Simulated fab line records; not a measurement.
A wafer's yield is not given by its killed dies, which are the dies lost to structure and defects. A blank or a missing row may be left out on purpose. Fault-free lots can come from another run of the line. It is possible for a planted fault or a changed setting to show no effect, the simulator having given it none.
Comparing a struck lot with a sound one | flow n5 finfet | 16 out of 1938 route steps
Sound: these wafers, L771.2, L771.4, L771.5. Struck: wafer L783.2. (L783.6 of the same lot was not struck and is left out.) The cause comes at the end.
Each step with rows lists, per side, the tool, then ch with its chambers, then its first start. Under that, the readings that differ: sound wafers | struck wafers | difference of the means | sigmas: that difference in standard deviations of wafers without a fault.
alike: a reading whose means differ by less than 2 such deviations, as well as words and numbers matching on both sides. not compared: withheld readings; readings where some wafer has no value; bounds like >300 that might hide an equal value; numbers whose values overlap and for which the record gives no deviation.
A row with sigmas, a row that says differs or no value, or rows on one side alone: a step with any of these is where the two part. When numbers do not overlap yet have no deviation, they are printed without sigmas and do not part them. A reading missing from all wafers of one side parts the sides only when that side holds two or more wafers.

N5_SDB_CD_MEAS_11: target cd 50 nm.
  sound on cd sem-03 ch 0, day 4 06:53; struck on cd sem-03 ch 0, day 7 08:38
  alike: cd nm
N5_SDB_OVL_MEAS_12:
  sound on overlay-02 ch 0, day 4 06:55; struck on overlay-02 ch 0, day 7 08:40
  alike: SDB_OVL
N5_SDB_INSPECT_13: inspects for defects (brightfield).
  sound on defect inspect-02 at day 4 06:56; struck on defect inspect-01 at day 7 08:41
  alike: raw defect count
N5_SDB_DESCUM_16: chemistry O2, time 7.9 s.
  sound on rie diel-01 ch 0,2,3, day 4 07:17; struck on rie diel-03 ch 2, day 7 08:43
  reading                | sound             | struck | difference | sigmas
  throttle valve pct (%) | 20.09 20.72 20.28 | 20.88  | +0.52      | +2
  alike: drypump motor current A, oes product au, rf fwd power W, rf vpp V, showerhead plenum p Torr
  not compared: rf hours counter h
then, 1 step without rows for these wafers: N5_SDB_ETCH_17 (etches SiARC in CF4, target depth 23.4 nm, time 39 s).
N5_SDB_ETCH_18: etches SOC in N2/H2, target depth 100 nm, overetch 20 nm, time 150 s.
  sound on rie diel-01 ch 0,2,3, day 4 07:22; struck on rie diel-03 ch 2, day 7 08:47
  reading                | sound             | struck | difference | sigmas
  throttle valve pct (%) | 17.72 17.88 17.78 | 18.02  | +0.23      | +2
  alike: drypump motor current A, n2 flow sccm, oes product au, rf fwd power W, rf vpp V, showerhead plenum p Torr
  not compared: rf hours counter h
then, 1 step without rows for these wafers: N5_SDB_STRIP_19 (strips in N2/H2).
N5_SDB_STRIP_21: strips in CF4.
  sound on rie diel-01 ch 0,2,3, day 4 07:29; struck on rie diel-03 ch 2, day 7 08:56
  alike: drypump motor current A, oes product au, rf fwd power W, rf vpp V, showerhead plenum p Torr, throttle valve pct
  not compared: rf hours counter h
N5_SDB_HM_OPEN_20: chemistry CH3F/O2, target SiNx, stops on poly-Si, target depth 24 nm.
  sound on rie diel-01 ch 0,2,3, day 4 07:31; struck on rie diel-03 ch 2, day 7 08:57
  alike: drypump motor current A, oes_ar_750_au, oes product au, rf fwd power W, rf vpp V, showerhead plenum p Torr, throttle valve pct
  not compared: rf hours counter h
N5_SDB_STRIP_22: strips in N2/H2.
  sound on plasma asher-02 ch 0, day 4 07:36; struck on plasma asher-01 ch 0, day 7 09:02
  reading            | sound       | struck | difference | sigmas
  heater power w (W) | 396 397 389 | 295    | -99        | -2
  alike: drypump motor current A, n2 flow sccm, oes product au, strip time to endpoint s
  not compared: rf hours counter h
then, 2 steps without rows for these wafers: N5_SDB_PRECLEAN_23 (cleans in dHF, time 30 s); N5_SDB_DUMMY_REMOVE_24 (chemistry TMAH, target poly-Si, stops on SiO2, target depth 142 nm, time 57 s, rinse time 30 s).
N5_SDB_ETCH_25: etches SiO2 in C4F6/O2, target depth 10 nm, time 3.3 s.
  sound on rie diel-03 ch 0,3, day 4 08:05; struck on rie diel-01 ch 0, day 7 09:15
  reading                  | sound             | struck | difference | sigmas
  model.etch.depth nm (nm) | 10.03 9.886 9.942 | 7.401  | -2.552     |
  alike: drypump motor current A, oes_ar_750_au, oes product au, rf vpp V, showerhead plenum p Torr, throttle valve pct
  not compared: rf fwd power W, rf hours counter h
then, 1 step without rows for these wafers: N5_SDB_CUT_ETCH_26 (etches Si in HBr/Cl2/O2, target depth 129.6 nm, bt time 20 s, time 51.8 s).
-- the record jumps here: 5 days lie between the struck wafers' starts before and after (it left off in module SDB and takes up again in module BEOL_M4, whose first step shown is number 1111 of the route) --
N5_BEOL_M4_RC_MEAS_101:
  sound on prober-01 ch 0, day 8 19:48; struck on prober-02 ch 0, day 12 10:49
  alike: DIBL_N, DIBL_P, IOFF_N, IOFF_P, ION_N, ION_P, SS_N, SS_P, VT_N, VT_P
next, for these wafers, 1 step has no rows: N5_PASSIVATION_PROBE_49.

WHERE THEY PART
First at N5_SDB_DESCUM_16; last, within this record, at N5_SDB_STRIP_22. Later steps at which nothing parts them and some readings are alike: N5_SDB_ETCH_25, N5_BEOL_M4_RC_MEAS_101.

WHY: what the simulator had put in
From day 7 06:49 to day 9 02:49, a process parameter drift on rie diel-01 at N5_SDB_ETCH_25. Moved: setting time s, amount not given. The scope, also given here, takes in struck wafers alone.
